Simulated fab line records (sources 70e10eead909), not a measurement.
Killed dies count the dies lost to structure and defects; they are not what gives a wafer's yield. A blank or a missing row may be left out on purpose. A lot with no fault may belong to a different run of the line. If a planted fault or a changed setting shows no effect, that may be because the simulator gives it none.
Matching of chambers | flow nand_harc | 3 sister chambers for NHARC_A_CHANNEL_HOLE_D1_DEP_01 on pecvd-03
The step deposits SiON, target thk 140 nm. 3 wafers are shown with their chamber, then 11 later ones without.

== WAFERS, EACH WITH ITS CHAMBER ==
wafer  | chamber | heater_power_w (W)
L085.3 | 2       | 787
L089.3 | 0       | 675
L091.3 | 1       | 914

== WAFERS WHOSE CHAMBER IS MISSING ==
wafer  | heater_power_w (W)
L091.4 | 632
L091.5 | 899
L093.1 | 775
L093.5 | 967
L093.6 | 765
L095.1 | 691
L095.4 | 685
L095.5 | 643
L097.1 | 937
L097.3 | 656
L097.5 | 695

== THE CHAMBER EACH PASSED THROUGH ==
wafer  | from the rows above | in truth
L091.4 | 0                   | 0
L091.5 | 1                   | 1
L093.1 | 2                   | 2
L093.5 | 1                   | 1
L093.6 | 2                   | 2
L095.1 | 0                   | 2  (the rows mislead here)
L095.4 | 0                   | 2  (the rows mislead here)
L095.5 | 0                   | 0
L097.1 | 1                   | 1
L097.3 | 0                   | 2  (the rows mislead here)
L097.5 | 0                   | 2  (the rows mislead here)
7 of 11 placed correctly. From these rows, 0 cannot be placed. 4 placed wrongly.
How it was worked out, from the rows above alone: a wafer's distance from a chamber is the root of the sum, over the readings, of the square of ((its reading less the chamber's mean) divided by the reading's scatter). The wafer belongs to the nearest chamber; if the next one is less than 2 further off, it can't be placed. The mean given for a chamber averages the wafers shown for that chamber. The scatter: root of mean squared gap, hidden wafer to nearest shown wafer, with one shown wafer a chamber.
